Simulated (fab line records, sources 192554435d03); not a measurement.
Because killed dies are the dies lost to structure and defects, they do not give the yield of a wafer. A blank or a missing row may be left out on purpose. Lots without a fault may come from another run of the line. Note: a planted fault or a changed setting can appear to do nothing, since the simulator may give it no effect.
fab line records	flow n5_finfet
record: lots: 24	wafers: 72	last_day: 18
route steps=1938 shown BEOL_M0_SAQP@675 BEOL_M0_CUTY@708 BEOL_M0@716 BEOL_M1@764
lots untouched by any fault: they come from a run of this same line in which no faults occurred
start_h: hours from the record's first day to the start of the lot's first wafer shown	wait_h: hours since the lot's step before	" unchanged from the row above	L1.1+2: a row that stands for several wafers	- value missing, or start not given	* or withheld: withheld	< > ~ a bound
route shown NAME@n: NAME is a module with steps in the file, n the number in the route of the first one	usual: average and standard deviation across the fault-free wafers	same: alike in all rows	chamber/n: place in a boat	sites: the reading at each site	_std_site: their standard deviation	_edge_site: mean of outer sites minus mean of inner sites	radius_mm: how far each site lies from the wafer's centre	mask NAME#n: copy n	behind: tool/chamber where the wafer was last shaped	hold: why the lot was held/for how many hours/how that ended	device: names the non-switching transistor (n, p or np)	end of line: the route-end tests of the same wafers	for a step that has no rows: nothing shown but its recipe	killed: not the wafer's yield, but the dies lost to structure and defects at the first sort	map: dies across one wafer; x = killed, . = not, _ = none there
set.NAME: setting as actually run; set.NAME@STEP: the setting as run at that earlier step	model.NAME: the simulator's own value behind a step, which no gauge read
a sample of lots followed through the steps of the route, with each step as a table and each wafer as a row
services: the hour from which a tool's chamber was out of use, counted from the record's first day as start_h (under 0 if before that day), plus the number of hours and why
== steps ==
step: N5_BEOL_M0_SAQP_RECESS_109
recipe: chemistry: HF/NH3	target: SiO2	target_depth_a: 30	afs_cycles: 1	temp_c: 30	sublimation_temp_c: 180	sublimation_time_s: 60
usual: drypump_motor_current_A: 6.0/0.36
lot.wafer	tool	chamber	start_h	wait_h	drypump_motor_current_A
L074.1	vapor_etch-02	0	111.23	0.0	6.3
L074.2	"	1	"	"	5.8
L074.3	"	0	"	"	6.3
L075.1	vapor_etch-02	1	118.51	0.0	5.8
L075.4	"	0	"	"	6.3
L075.6	"	1	"	"	5.7
L076.3	vapor_etch-02	1	123.59	0.1	5.8
L076.4	"	0	"	"	6.3
L076.5	"	1	"	"	5.8
L077.4	vapor_etch-01	1	129.80	0.1	5.5
L077.5	"	1	"	"	5.4
L077.6	"	0	"	"	6.3
L078.2	vapor_etch-01	1	140.36	0.0	5.5
L078.4	"	0	"	"	6.4
L078.5	"	0	"	"	6.3
L079.1	vapor_etch-02	0	143.37	0.0	6.2
L079.2	"	1	"	"	5.8
L079.3	"	1	"	"	5.8
L080.2	vapor_etch-01	0	155.75	0.3	6.3
L080.4	"	1	"	"	5.4
L080.5	"	0	"	"	6.3
L081.2	vapor_etch-01	1	157.31	0.0	5.5
L081.3	"	1	"	"	5.5
L081.5	"	0	"	"	6.3
L082.1	vapor_etch-02	1	162.32	0.0	5.8
L082.4	"	1	"	"	5.8
L082.6	"	0	"	"	6.3
L083.1	vapor_etch-01	1	167.18	0.0	5.5
L083.3	"	0	"	"	6.4
L083.4	"	1	"	"	5.5
L084.1	vapor_etch-02	1	173.98	0.0	5.8
L084.4	"	0	"	"	6.3
L084.6	"	1	"	"	5.8
L085.1	vapor_etch-01	1	179.14	0.0	5.4
L085.2	"	0	"	"	6.3
L085.3	"	1	"	"	5.4
L086.3	vapor_etch-02	1	189.05	0.1	5.8
L086.4	"	0	"	"	6.3
L086.6	"	0	"	"	6.3
L087.2	vapor_etch-02	0	194.24	0.0	6.3
L087.3	"	1	"	"	5.8
L087.4	"	0	"	"	6.3
L088.3	vapor_etch-01	0	200.67	0.1	6.4
L088.4	"	1	"	"	5.5
L088.5	"	0	"	"	6.4
L089.2	vapor_etch-01	0	204.13	0.0	6.4
L089.4	"	1	"	"	5.5
L089.5	"	0	"	"	6.4
L090.1	vapor_etch-02	0	211.87	0.0	6.3
L090.2	"	1	"	"	5.8
L090.3	"	1	"	"	5.8
L091.1	vapor_etch-02	0	220.34	0.0	6.3
L091.5	"	1	"	"	5.8
L091.6	"	0	"	"	6.3
L092.1	vapor_etch-01	0	224.09	0.0	6.4
L092.3	"	0	"	"	6.4
L092.4	"	1	"	"	5.5
L093.2	vapor_etch-01	1	230.63	0.0	5.5
L093.4	"	0	"	"	6.4
L093.6	"	0	"	"	6.4
L094.2	vapor_etch-01	0	233.25	0.0	6.3
L094.3	"	1	"	"	5.5
L094.5	"	0	"	"	6.3
L095.1	vapor_etch-02	1	234.97	0.0	5.8
L095.4	"	0	"	"	6.3
L095.6	"	0	"	"	6.3
L096.1	vapor_etch-01	0	250.01	0.0	6.4
L096.4	"	0	"	"	6.4
L096.6	"	1	"	"	5.5
L097.2	vapor_etch-02	1	256.34	0.0	5.8
L097.5	"	0	"	"	6.3
L097.6	"	1	"	"	5.8
step: N5_BEOL_M0_SAQP_SPACER2_ETCHBACK_27
recipe: chemistry: CHF3/O2	mode: anisotropic_etchback	target: SiO2	target_depth_a: 225	time_s: 11.25	pressure_mtorr: 30	source_w: 650	bias_w: 170	Ar_flow_sccm: 200	CHF3_flow_sccm: 50	O2_flow_sccm: 5	ion_energy_ev: 200
usual: drypump_motor_current_A: 5.9/0.35	oes_product_au: 0.77/0.084	rf_vpp_V: 519/13	showerhead_plenum_p_Torr: 2.37/0.092	throttle_valve_pct: 18.90/0.21
same: time_s: 11.25
lot.wafer	tool	chamber	start_h	wait_h	drypump_motor_current_A	oes_product_au	rf_hours_counter_h	rf_vpp_V	showerhead_plenum_p_Torr	throttle_valve_pct
L074.1	rie_diel-04	1	112.12	0.4	6.2	0.75	145	526	2.52	18.76
L074.2	"	2	"	"	6.1	0.71	226	558	2.52	19.39
L074.3	"	3	"	"	5.6	0.80	97	516	2.26	18.65
L075.1	rie_diel-06	1	119.20	0.3	6.2	0.95	9	518	2.38	18.99
L075.4	"	3	"	"	6.0	0.79	107	502	2.36	19.05
L075.6	"	0	"	"	5.4	0.71	-	515	2.30	19.02
L076.3	rie_diel-06	2	125.36	0.3	5.9	0.68	228	541	2.48	18.95
L076.4	"	1	"	"	6.2	0.93	10	516	2.38	19.00
L076.5	"	3	"	"	5.9	0.79	-	500	2.36	19.02
L077.4	rie_diel-03	0	130.46	0.3	5.9	0.92	19	511	2.44	18.90
L077.5	"	1	"	"	5.6	0.76	-	513	2.30	19.09
L077.6	"	2	"	"	6.6	0.70	-	509	2.38	18.79
L078.2	rie_diel-03	1	141.11	0.3	5.6	0.74	179	513	2.30	19.09
L078.4	"	2	"	"	6.5	0.69	240	511	2.38	18.79
L078.5	"	0	"	"	5.8	0.90	-	510	2.44	18.92
L079.1	rie_diel-03	1	144.07	0.3	5.5	0.75	180	511	2.30	19.11
L079.2	"	3	"	"	5.5	0.70	225	510	2.31	18.89
L079.3	"	2	"	"	6.5	0.69	241	509	2.38	18.80
L080.2	rie_diel-04	3	157.37	0.3	5.6	0.80	107	514	2.25	18.68
L080.4	"	2	"	"	6.1	0.69	241	556	2.51	19.40
L080.5	"	1	"	"	6.1	0.73	-	524	2.51	18.80
L081.2	rie_diel-03	2	158.90	0.5	6.5	0.69	245	510	2.38	18.82
L081.3	"	3	"	"	5.5	0.70	229	512	2.31	18.91
L081.5	"	2	"	"	6.5	0.68	-	509	2.38	18.79
L082.1	rie_diel-04	0	163.08	0.4	5.4	0.75	160	519	2.31	18.69
L082.4	"	2	"	"	6.1	0.69	243	556	2.51	19.41
L082.6	"	3	"	"	5.6	0.80	-	515	2.25	18.66
L083.1	rie_diel-04	1	168.36	0.3	6.2	0.73	164	524	2.51	18.79
L083.3	"	3	"	"	5.7	0.79	110	514	2.25	18.67
L083.4	"	0	"	"	5.4	0.76	161	518	2.31	18.70
L084.1	rie_diel-06	3	174.85	0.3	5.9	0.78	124	498	2.35	19.06
L084.4	"	0	"	"	5.5	0.70	228	513	2.29	19.04
L084.6	"	3	"	"	6.0	0.78	-	497	2.35	19.07
L085.1	rie_diel-04	0	180.06	0.3	5.4	0.75	166	519	2.31	18.71
L085.2	"	1	"	"	6.2	0.72	168	524	2.51	18.81
L085.3	"	3	"	"	5.7	0.79	114	512	2.25	18.69
L086.3	rie_diel-04	1	190.91	0.3	6.2	0.73	172	524	2.51	18.81
L086.4	"	0	"	"	5.4	0.75	-	518	2.31	18.71
L086.6	"	3	"	"	5.6	0.78	-	514	2.25	18.68
L087.2	rie_diel-04	0	195.93	0.3	5.5	0.75	172	519	2.31	18.71
L087.3	"	1	"	"	6.2	0.72	174	525	2.51	18.83
L087.4	"	1	"	"	6.2	0.72	-	524	2.51	18.82
L088.3	rie_diel-04	0	201.32	0.3	5.4	0.75	173	520	2.30	18.71
L088.4	"	0	"	"	5.4	0.75	-	519	2.30	18.72
L088.5	"	1	"	"	6.2	0.72	-	525	2.51	18.82
L089.2	rie_diel-06	3	205.18	0.3	6.0	0.77	131	500	2.35	19.09
L089.4	"	1	"	"	6.2	0.89	33	517	2.38	19.02
L089.5	"	0	"	"	5.5	0.70	-	515	2.29	19.06
L090.1	rie_diel-04	3	212.78	0.3	5.6	0.78	126	515	2.25	18.70
L090.2	"	1	"	"	6.2	0.72	180	526	2.50	18.85
L090.3	"	2	"	"	6.1	0.99	1	556	2.50	19.01
L091.1	rie_diel-06	1	221.12	0.4	6.2	0.88	39	517	2.37	19.05
L091.5	"	3	"	"	6.0	0.76	-	498	2.35	19.09
L091.6	"	1	"	"	6.2	0.88	-	517	2.37	19.04
L092.1	rie_diel-06	0	224.79	0.3	5.5	0.69	244	514	2.29	19.06
L092.3	"	3	"	"	6.0	0.76	139	498	2.35	19.09
L092.4	"	1	"	"	6.2	0.87	-	517	2.37	19.04
L093.2	rie_diel-04	1	232.63	0.3	6.2	0.71	186	524	2.50	18.86
L093.4	"	0	"	"	5.4	0.73	182	520	2.30	18.73
L093.6	"	0	"	"	5.4	0.73	-	519	2.30	18.73
L094.2	rie_diel-06	3	234.91	0.4	6.0	0.75	143	498	2.34	19.10
L094.3	"	1	"	"	6.2	0.86	44	517	2.37	19.07
L094.5	"	1	"	"	6.2	0.86	-	517	2.37	19.07
L095.1	rie_diel-03	1	236.13	0.3	5.6	0.73	206	514	2.29	19.15
L095.4	"	1	"	"	5.6	0.73	-	513	2.29	19.14
L095.6	"	2	"	"	6.5	0.95	-	510	2.37	18.42
L096.1	rie_diel-03	1	250.71	0.3	5.6	0.72	212	511	2.28	19.16
L096.4	"	0	"	"	5.9	0.86	60	512	2.43	19.00
L096.6	"	1	"	"	5.6	0.72	-	512	2.28	19.16
L097.2	rie_diel-03	2	257.06	0.3	6.6	0.93	18	509	2.37	18.44
L097.5	"	1	"	"	5.6	0.72	-	512	2.28	19.16
L097.6	"	2	"	"	6.5	0.93	-	510	2.37	18.44
step: N5_BEOL_M0_CUTY_CD_MEAS_57
recipe: target_cd_nm: 200	landing_energy_ev: 500	detector: se_inlens	polarity: line
usual: cd_nm: 199.6/1.1
lot.wafer	tool	chamber	start_h	wait_h	cd_nm
L074.1	cd_sem-03	0	114.63	-	200.1
L074.2	"	0	"	"	201.0
L074.3	"	0	"	"	200.4
L075.1	cd_sem-01	0	121.19	-	200.6
L075.4	"	0	"	"	200.5
L075.6	"	0	"	"	198.8
L076.3	cd_sem-02	0	128.67	-	199.0
L076.4	"	0	"	"	199.4
L076.5	"	0	"	"	199.0
L077.4	cd_sem-03	0	132.40	-	199.6
L077.5	"	0	"	"	198.8
L077.6	"	0	"	"	199.8
L078.2	cd_sem-02	0	143.31	-	198.3
L078.4	"	0	"	"	199.2
L078.5	"	0	"	"	199.8
L079.1	cd_sem-03	0	146.15	-	199.6
L079.2	"	0	"	"	199.2
L079.3	"	0	"	"	199.7
L080.2	cd_sem-01	0	159.95	-	199.1
L080.4	"	0	"	"	197.9
L080.5	"	0	"	"	197.3
L081.2	cd_sem-02	0	161.11	-	199.2
L081.3	"	0	"	"	199.9
L081.5	"	0	"	"	201.1
L082.1	cd_sem-03	0	165.40	-	200.8
L082.4	"	0	"	"	199.8
L082.6	"	0	"	"	200.4
L083.1	cd_sem-03	0	171.61	-	200.5
L083.3	"	0	"	"	200.7
L083.4	"	0	"	"	201.1
L084.1	cd_sem-01	0	176.97	-	200.1
L084.4	"	0	"	"	199.7
L084.6	"	0	"	"	199.6
L085.1	cd_sem-02	0	182.17	-	201.9
L085.2	"	0	"	"	199.3
L085.3	"	0	"	"	200.3
L086.3	cd_sem-01	0	193.14	-	198.9
L086.4	"	0	"	"	199.9
L086.6	"	0	"	"	200.0
L087.2	cd_sem-03	0	198.26	-	202.6
L087.3	"	0	"	"	199.3
L087.4	"	0	"	"	201.1
L088.3	cd_sem-01	0	203.55	-	198.2
L088.4	"	0	"	"	198.2
L088.5	"	0	"	"	198.2
L089.2	cd_sem-02	0	207.19	-	199.2
L089.4	"	0	"	"	198.0
L089.5	"	0	"	"	199.0
L090.1	cd_sem-02	0	214.89	-	197.9
L090.2	"	0	"	"	199.0
L090.3	"	0	"	"	198.9
L091.1	cd_sem-02	0	222.94	-	199.6
L091.5	"	0	"	"	200.7
L091.6	"	0	"	"	200.3
L092.1	cd_sem-01	0	227.06	-	198.8
L092.3	"	0	"	"	199.7
L092.4	"	0	"	"	200.2
L093.2	cd_sem-03	0	234.72	-	198.5
L093.4	"	0	"	"	199.7
L093.6	"	0	"	"	199.8
L094.2	cd_sem-03	0	237.61	-	199.4
L094.3	"	0	"	"	199.8
L094.5	"	0	"	"	200.2
L095.1	cd_sem-03	0	238.24	-	199.8
L095.4	"	0	"	"	197.2
L095.6	"	0	"	"	196.9
L096.1	cd_sem-01	0	253.56	-	199.9
L096.4	"	0	"	"	199.1
L096.6	"	0	"	"	198.1
L097.2	cd_sem-02	0	259.23	-	201.7
L097.5	"	0	"	"	201.6
L097.6	"	0	"	"	200.1
step: N5_BEOL_M0_HM_OPEN_105
recipe: chemistry: Cl2/BCl3	target_depth_a: 120	target: TiN	ion_energy_ev: 150	pressure_mtorr: 10	icp_w: 1000	bias_w: 126	Cl2_flow_sccm: 53.25	bcl3_flow_sccm: 21.75	Ar_flow_sccm: 25
usual: drypump_motor_current_A: 5.8/0.35	he_backside_leak_sccm: 3.26/0.19	oes_product_au: 0.79/0.079	throttle_valve_pct: 21.76/0.22
lot.wafer	tool	chamber	start_h	wait_h	drypump_motor_current_A	he_backside_leak_sccm	oes_product_au	rf_hours_counter_h	throttle_valve_pct
L074.1	rie_metal-02	0	118.72	3.5	5.6	3.17	0.75	42	21.69
L074.2	"	1	"	"	6.3	3.49	0.77	34	21.39
L074.3	"	0	"	"	5.6	3.26	0.76	-	21.71
L075.1	rie_metal-03	0	121.86	0.3	5.6	3.07	0.78	36	21.66
L075.4	"	0	"	"	5.6	3.60	0.78	-	21.64
L075.6	"	0	"	"	5.6	3.16	0.79	-	21.64
L076.3	rie_metal-03	0	130.15	1.1	5.6	3.17	0.77	-	21.68
L076.4	"	1	"	"	6.0	3.24	0.81	-	21.96
L076.5	"	1	"	"	5.9	3.01	0.81	-	21.97
L077.4	rie_metal-03	1	136.03	3.3	5.9	3.31	0.81	-	21.93
L077.5	"	1	"	"	5.9	3.24	0.82	-	21.96
L077.6	"	0	"	"	5.6	3.18	0.78	-	21.65
L078.2	rie_metal-01	0	145.06	1.1	5.2	2.98	0.95	6	22.03
L078.4	"	0	"	"	5.2	3.11	0.96	-	22.04
L078.5	"	1	"	"	5.4	3.45	0.60	-	21.96
L079.1	rie_metal-01	1	148.69	1.7	5.5	3.57	0.60	131	21.98
L079.2	"	0	"	"	5.2	3.10	0.95	6	22.03
L079.3	"	1	"	"	5.5	3.54	0.60	-	21.98
L081.2	rie_metal-02	1	161.57	0.1	6.3	3.52	0.77	38	21.39
L081.3	"	1	"	"	6.3	3.51	0.77	-	21.39
L081.5	"	0	"	"	5.7	3.43	0.74	-	21.72
L080.2	rie_metal-03	1	161.59	1.3	5.9	3.30	0.81	38	21.95
L080.4	"	0	"	"	5.6	2.93	0.78	-	21.65
L080.5	"	1	"	"	5.9	3.15	0.82	-	21.95
L082.1	rie_metal-02	1	169.50	3.4	6.3	3.63	0.76	39	21.41
L082.4	"	1	"	"	6.4	3.82	0.76	-	21.38
L082.6	"	1	"	"	6.3	3.49	0.76	-	21.40
L083.1	rie_metal-03	0	172.12	0.2	5.7	3.10	0.79	40	21.64
L083.3	"	1	"	"	5.9	3.37	0.81	-	21.94
L083.4	"	0	"	"	5.6	3.05	0.78	-	21.64
L084.1	rie_metal-02	1	177.70	0.3	6.3	3.44	0.76	39	21.40
L084.4	"	1	"	"	6.3	3.41	0.76	-	21.39
L084.6	"	1	"	"	6.3	3.43	0.77	-	21.40
L085.1	rie_metal-01	0	185.59	2.4	5.2	3.05	0.93	9	22.01
L085.2	"	0	"	"	5.2	3.12	0.93	-	22.01
L085.3	"	0	"	"	5.2	3.00	0.94	-	22.02
L086.3	rie_metal-03	1	196.04	2.6	5.9	3.12	0.79	-	21.97
L086.4	"	0	"	"	5.6	3.32	0.77	-	21.66
L086.6	"	1	"	"	5.9	3.24	0.80	-	21.95
L087.2	rie_metal-03	0	198.89	0.1	5.6	3.09	0.77	43	21.67
L087.3	"	0	"	"	5.6	3.14	0.77	-	21.68
L087.4	"	1	"	"	5.9	3.17	0.81	-	21.98
L089.2	rie_metal-01	1	208.00	0.5	5.5	3.27	1.01	1	21.97
L089.4	"	1	"	"	5.5	3.32	1.00	-	21.99
L089.5	"	1	"	"	5.5	3.36	1.00	-	21.98
L088.3	rie_metal-02	0	208.11	4.2	5.6	3.27	0.73	-	21.71
L088.4	"	1	"	"	6.3	3.44	0.76	-	21.40
L088.5	"	0	"	"	5.6	3.27	0.74	-	21.72
L090.1	rie_metal-03	0	216.09	0.5	5.7	3.26	0.77	44	21.67
L090.2	"	1	"	"	5.9	3.36	0.79	42	22.00
L090.3	"	0	"	"	5.7	3.16	0.78	-	21.65
L091.1	rie_metal-02	0	225.53	2.2	5.6	3.09	0.74	52	21.72
L091.5	"	0	"	"	5.7	2.98	0.73	-	21.71
L091.6	"	1	"	"	6.3	3.58	0.75	-	21.41
L092.1	rie_metal-03	1	229.94	2.5	5.9	3.25	0.78	44	21.99
L092.3	"	0	"	"	5.6	3.20	0.76	-	21.66
L092.4	"	1	"	"	6.0	3.22	0.79	-	21.99
L093.2	rie_metal-02	1	235.81	0.8	6.3	3.47	0.75	44	21.40
L093.4	"	1	"	"	6.3	3.57	0.75	-	21.41
L093.6	"	0	"	"	5.6	3.22	0.74	-	21.71
L094.2	rie_metal-01	0	238.01	0.1	5.2	3.17	0.89	15	22.05
L094.3	"	1	"	"	5.5	3.29	0.95	-	22.00
L094.5	"	0	"	"	5.1	3.09	0.90	-	22.05
L095.1	rie_metal-02	1	240.98	2.0	6.3	3.42	0.75	45	21.41
L095.4	"	1	"	"	6.3	3.39	0.75	-	21.41
L095.6	"	1	"	"	6.3	3.46	0.75	-	21.41
L096.1	rie_metal-03	0	254.64	0.5	5.6	3.31	0.76	48	21.66
L096.4	"	1	"	"	6.0	3.13	0.79	-	21.96
L096.6	"	1	"	"	5.9	3.17	0.79	-	21.97
L097.2	rie_metal-02	1	259.76	0.2	6.3	3.47	0.75	47	21.40
L097.5	"	0	"	"	5.7	3.55	0.73	-	21.73
L097.6	"	1	"	"	6.3	3.65	0.74	-	21.41
step: N5_BEOL_M0_CMP_120
recipe: stop_on: SiOC	t_overpolish_s: 6.9	down_force_psi: 1	platen_rpm: 50	clearing_platen_down_force_psi: 1.5	clearing_platen_rpm: 50	post_cmp_clean: cu_alkaline	clearing_platen_pad_velocity_m_s: 0.99484	pad_velocity_m_s: 0.99484
usual: barrier_field_endpoint_s: 3.63/0.17	clearing_platen_down_force_psi: 1.5001/0.0026	clearing_platen_rpm: 50.000/0.027	motor_current_A: 6.3/0.58	overpolish_run_s: 6.900/0.0091	retaining_ring_pressure_frac: 1.000/0.0053	time_to_endpoint_s: 62/3.6
lot.wafer	tool	chamber	start_h	wait_h	barrier_field_endpoint_s	clearing_platen_down_force_psi	clearing_platen_rpm	motor_current_A	overpolish_run_s	retaining_ring_pressure_frac	time_to_endpoint_s
L074.3	cmp-03	2	122.67	0.2	3.74	1.4998	49.995	6.4	6.890	1.005	64
L074.1	"	3	"	"	3.60	1.4976	50.052	6.7	6.908	1.004	63
L074.2	"	0	"	"	3.90	1.4962	49.971	6.9	6.904	1.000	62
L075.1	cmp-03	3	124.95	0.3	3.81	1.4982	49.969	6.7	6.904	0.998	65
L075.4	"	2	"	"	3.94	1.4985	49.990	6.0	6.909	0.992	66
L075.6	"	3	"	"	3.75	1.4979	50.028	6.7	6.904	0.997	61
L076.4	cmp-02	0	135.97	0.2	3.76	1.5012	49.995	6.7	6.905	0.996	60
L076.3	"	2	"	"	3.71	1.5009	50.030	5.7	6.913	0.995	64
L076.5	"	0	"	"	3.52	1.4992	49.978	6.7	6.887	0.994	62
L077.4	cmp-02	3	139.21	0.1	3.46	1.5003	49.965	5.5	6.898	0.999	55
L077.5	"	3	"	"	3.44	1.5010	50.016	5.6	6.906	1.004	59
L077.6	"	0	"	"	3.70	1.4979	50.002	6.8	6.888	1.006	63
L078.2	cmp-03	2	150.30	0.2	3.51	1.4973	49.983	6.1	6.907	0.987	59
L078.4	"	0	"	"	3.78	1.4995	49.991	7.4	6.890	0.998	63
L078.5	"	1	"	"	3.82	1.4985	50.027	5.8	6.895	1.000	62
L079.1	cmp-03	3	151.66	0.3	3.69	1.5030	50.064	6.7	6.897	0.999	58
L079.3	"	0	"	"	3.49	1.5048	49.988	7.3	6.897	0.999	60
L079.2	"	1	"	"	3.63	1.4987	49.954	5.8	6.902	1.000	57
L080.2	cmp-02	0	164.76	0.2	3.81	1.4961	50.028	6.8	6.895	1.009	66
L080.4	"	2	"	"	3.60	1.5018	50.012	5.7	6.913	0.997	68
L080.5	"	3	"	"	3.40	1.5024	50.031	5.6	6.894	1.008	61
L081.3	cmp-03	0	164.88	0.2	3.87	1.4959	49.955	6.7	6.903	1.004	63
L081.2	"	1	"	"	3.59	1.4988	50.010	5.7	6.885	1.000	59
L081.5	"	1	"	"	3.71	1.5063	50.043	5.7	6.885	0.998	60
L082.1	cmp-02	1	173.68	0.3	3.45	1.5010	49.993	6.4	6.902	0.994	63
L082.4	"	3	"	"	3.33	1.4948	50.005	5.7	6.903	1.010	58
L082.6	"	0	"	"	3.72	1.4990	50.040	6.6	6.902	1.007	63
L083.3	cmp-03	0	175.05	0.2	3.45	1.4988	50.015	7.2	6.914	0.999	60
L083.4	"	1	"	"	3.57	1.5012	50.031	5.5	6.901	0.995	56
L083.1	"	3	"	"	3.69	1.5001	49.980	7.0	6.901	0.996	64
L084.1	cmp-02	2	182.00	0.3	3.40	1.5020	49.983	6.2	6.901	1.001	71
L084.4	"	1	"	"	3.52	1.5028	50.019	6.4	6.902	1.003	62
L084.6	"	2	"	"	3.59	1.5017	49.994	6.0	6.882	1.005	69
L085.3	cmp-03	3	188.23	0.2	3.49	1.4973	50.006	6.7	6.901	1.005	69
L085.1	"	1	"	"	3.65	1.5024	50.027	5.7	6.896	0.992	59
L085.2	"	2	"	"	3.65	1.4986	49.978	6.2	6.905	1.007	65
L086.4	cmp-04	1	198.83	0.1	3.62	1.4989	50.014	6.7	6.892	0.996	57
L086.3	"	0	"	"	3.54	1.5006	49.991	5.7	6.901	0.999	60
L086.6	"	2	"	"	3.68	1.5008	49.974	5.1	6.906	1.004	65
L087.2	cmp-03	3	203.52	0.2	3.53	1.5057	49.963	6.4	6.907	1.008	61
L087.3	"	1	"	"	3.63	1.5033	49.968	5.5	6.894	1.003	58
L087.4	"	2	"	"	3.99	1.4964	49.980	6.0	6.890	0.998	63
L089.2	cmp-02	1	211.62	0.3	3.60	1.4993	50.007	6.5	6.912	1.001	58
L089.4	"	2	"	"	3.63	1.4988	49.974	6.0	6.892	1.002	66
L089.5	"	3	"	"	3.68	1.5013	50.026	5.4	6.903	0.992	58
L088.3	cmp-03	2	211.66	0.2	3.67	1.4988	50.010	5.9	6.876	1.009	65
L088.4	"	3	"	"	3.72	1.4988	50.024	6.3	6.889	1.004	61
L088.5	"	1	"	"	3.57	1.5004	50.011	5.9	6.894	0.995	57
L090.1	cmp-04	2	219.22	0.3	3.64	1.4961	50.005	5.3	6.904	0.998	65
L090.3	"	3	"	"	3.52	1.4972	50.018	6.2	6.909	1.007	63
L090.2	"	1	"	"	3.83	1.4991	49.981	6.8	6.907	0.999	63
L091.1	cmp-04	2	228.25	0.3	3.57	1.4960	49.984	5.3	6.896	0.995	69
L091.6	"	2	"	"	3.77	1.4984	49.958	5.2	6.917	0.999	67
L091.5	"	3	"	"	3.81	1.5031	49.965	6.3	6.900	1.000	61
L092.3	cmp-02	1	234.72	0.2	3.44	1.4967	49.977	6.5	6.908	1.007	59
L092.4	"	2	"	"	3.51	1.5006	49.988	5.9	6.923	0.990	67
L092.1	"	0	"	"	3.66	1.4995	50.013	6.8	6.911	1.002	64
L093.2	cmp-02	1	239.22	0.2	3.37	1.5063	49.958	6.7	6.898	1.001	58
L093.4	"	3	"	"	3.53	1.5000	49.959	5.7	6.904	1.006	57
L093.6	"	0	"	"	3.47	1.5027	50.027	6.7	6.892	1.002	57
L094.3	cmp-03	3	242.34	0.4	3.64	1.5035	50.003	6.4	6.906	0.998	70
L094.2	"	0	"	"	3.77	1.5008	50.035	7.5	6.896	1.006	69
L094.5	"	2	"	"	4.05	1.5030	50.003	6.2	6.898	0.995	69
L095.4	cmp-04	0	245.53	0.2	3.64	1.4999	50.030	5.5	6.908	0.997	59
L095.1	"	1	"	"	3.34	1.5037	50.044	6.7	6.893	1.000	57
L095.6	"	0	"	"	3.50	1.5003	50.000	5.7	6.896	1.003	59
L096.4	cmp-02	0	257.80	0.1	3.38	1.4979	50.008	6.6	6.904	1.000	61
L096.1	"	2	"	"	3.42	1.4996	49.956	5.8	6.901	0.990	65
L096.6	"	0	"	"	3.57	1.4996	49.965	6.8	6.898	1.004	59
L097.2	cmp-03	2	264.51	0.2	3.57	1.4932	50.011	6.1	6.911	1.014	66
L097.6	"	2	"	"	3.89	1.5021	49.988	6.1	6.904	1.014	66
L097.5	"	3	"	"	3.55	1.4991	49.998	6.3	6.908	1.000	63
step: N5_BEOL_M1_CD_MEAS_11
recipe: target_cd_nm: 17.05	landing_energy_ev: 500	detector: se_inlens	polarity: opening
usual: cd_nm: 17.03/0.25
lot.wafer	tool	chamber	start_h	wait_h	cd_nm
L074.1	cd_sem-03	0	124.03	-	17.57
L074.2	"	0	"	"	17.40
L074.3	"	0	"	"	17.51
L075.1	cd_sem-03	0	127.82	-	17.19
L075.4	"	0	"	"	16.75
L075.6	"	0	"	"	16.67
L076.3	cd_sem-01	0	139.47	-	16.91
L076.4	"	0	"	"	16.93
L076.5	"	0	"	"	17.03
L077.4	cd_sem-02	0	141.03	-	16.95
L077.5	"	0	"	"	16.86
L077.6	"	0	"	"	16.82
L078.2	cd_sem-02	0	151.57	-	16.67
L078.4	"	0	"	"	16.63
L078.5	"	0	"	"	16.84
L079.1	cd_sem-02	0	152.84	-	17.20
L079.2	"	0	"	"	17.01
L079.3	"	0	"	"	16.79
L080.2	cd_sem-02	0	166.02	-	16.72
L080.4	"	0	"	"	17.15
L080.5	"	0	"	"	16.82
L081.2	cd_sem-01	0	169.75	-	16.64
L081.3	"	0	"	"	16.87
L081.5	"	0	"	"	17.11
L082.1	cd_sem-01	0	177.19	-	16.84
L082.4	"	0	"	"	16.94
L082.6	"	0	"	"	16.98
L083.1	cd_sem-02	0	177.39	-	16.68
L083.3	"	0	"	"	17.20
L083.4	"	0	"	"	17.49
L084.1	cd_sem-03	0	184.67	-	17.09
L084.4	"	0	"	"	17.01
L084.6	"	0	"	"	16.96
L085.1	cd_sem-03	0	190.24	-	16.93
L085.2	"	0	"	"	17.14
L085.3	"	0	"	"	16.99
L086.3	cd_sem-03	0	200.51	-	17.19
L086.4	"	0	"	"	17.13
L086.6	"	0	"	"	17.21
L087.2	cd_sem-03	0	207.55	-	17.26
L087.3	"	0	"	"	17.26
L087.4	"	0	"	"	17.42
L089.2	cd_sem-03	0	212.77	-	16.92
L089.4	"	0	"	"	17.52
L089.5	"	0	"	"	17.08
L088.3	cd_sem-01	0	213.01	-	17.29
L088.4	"	0	"	"	16.78
L088.5	"	0	"	"	16.92
L090.1	cd_sem-01	0	221.38	-	17.22
L090.2	"	0	"	"	17.05
L090.3	"	0	"	"	17.41
L091.1	cd_sem-01	0	231.29	-	16.50
L091.5	"	0	"	"	16.99
L091.6	"	0	"	"	17.08
L092.1	cd_sem-02	0	237.04	-	17.01
L092.3	"	0	"	"	16.80
L092.4	"	0	"	"	16.88
L093.2	cd_sem-02	0	241.40	-	16.87
L093.4	"	0	"	"	17.09
L093.6	"	0	"	"	17.15
L094.2	cd_sem-02	0	245.54	-	17.11
L094.3	"	0	"	"	17.03
L094.5	"	0	"	"	17.22
L095.1	cd_sem-02	0	247.11	-	17.35
L095.4	"	0	"	"	16.96
L095.6	"	0	"	"	17.37
L096.1	cd_sem-03	0	260.31	-	16.82
L096.4	"	0	"	"	16.76
L096.6	"	0	"	"	17.07
L097.2	cd_sem-02	0	265.87	-	16.91
L097.5	"	0	"	"	17.06
L097.6	"	0	"	"	16.99
== services ==
tool	chamber	start_h	hours	kind
rie_diel-04	2	90.08	1.8	repair
rie_diel-03	3	92.22	7.2	repair
cmp-03	-	95.47	2.7	repair
cmp-02	-	100.69	6.1	pm
cmp-03	-	102.56	0.4	repair
rie_diel-04	-	136.74	2.8	pm
cmp-04	-	146.17	0.8	repair
rie_diel-04	2	157.46	2.1	repair
rie_metal-01	-	167.32	2.4	repair
cmp-02	-	173.98	0.5	repair
rie_diel-06	2	178.37	10.6	repair
cmp-02	-	191.17	9.8	repair
cmp-04	-	199.06	17.2	pm
rie_diel-06	-	201.59	2.8	pm
rie_diel-04	0	209.83	5.8	repair
cmp-04	-	224.79	1.5	repair
vapor_etch-02	-	236.19	0.5	repair
cmp-02	-	239.41	4.0	pm
rie_diel-04	0	250.43	17.9	repair
cmp-03	-	251.27	4.0	pm
cmp-03	-	255.27	-	consumable_replace:conditioner
cmp-03	-	255.27	-	consumable_replace:pad
cmp-02	-	263.19	4.4	pm
cmp-04	-	263.30	0.7	repair
== key ==
fault none
